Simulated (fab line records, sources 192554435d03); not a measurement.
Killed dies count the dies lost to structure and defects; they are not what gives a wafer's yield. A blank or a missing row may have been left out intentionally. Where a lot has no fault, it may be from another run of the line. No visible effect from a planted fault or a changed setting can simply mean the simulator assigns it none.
Chamber matching ; flow n5_finfet ; N5_FIN_SAQP_MANDREL_ETCH_22 on rie_si-04 has 4 sister chambers
The step etches a-Si in HBr/Cl2, stops on SiNx, target depth 60 nm, bt time 10 s, time 30 s. 4 wafers are shown with their chamber, then 12 later ones without.

== WAFERS PAIRED WITH THEIR CHAMBERS ==
wafer;chamber;drypump_motor_current_A (A)
L087.4;1;5.6
L089.1;3;6.2
L089.2;0;5.4
L089.4;2;5.6

== WAFERS WITHOUT THEIR CHAMBER ==
wafer;drypump_motor_current_A (A)
L092.4;5.5
L092.5;6.2
L092.6;5.6
L093.1;5.4
L093.4;6.2
L093.6;5.5
L094.1;5.4
L094.2;6.2
L094.3;5.6
L096.1;6.2
L096.3;5.5
L096.4;6.2

== THE CHAMBER EACH PASSED THROUGH ==
wafer;from the rows above;in truth
L092.4;can't be placed: 0 or 1 or 2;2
L092.5;3;3
L092.6;can't be placed: 1 or 2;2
L093.1;0;0
L093.4;3;3
L093.6;can't be placed: 0 or 1 or 2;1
L094.1;0;0
L094.2;3;3
L094.3;can't be placed: 1 or 2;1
L096.1;3;3
L096.3;can't be placed: 0 or 1 or 2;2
L096.4;3;3
Correctly placed: 7 of 12. From these rows, 5 cannot be placed; in 5 the true chamber is one of the candidates. 0 placed wrongly.
How it was worked out, from the rows above alone: a wafer's distance from a chamber is the root of the sum, over the readings, of the square of ((its reading less the chamber's mean) divided by the reading's scatter). The wafer belongs to the nearest chamber; if the next one is less than 2 further off, it can't be placed. For every chamber, the mean is computed from those of its wafers that are shown. The scatter: root of mean squared gap, hidden wafer to nearest shown wafer, with one shown wafer a chamber.
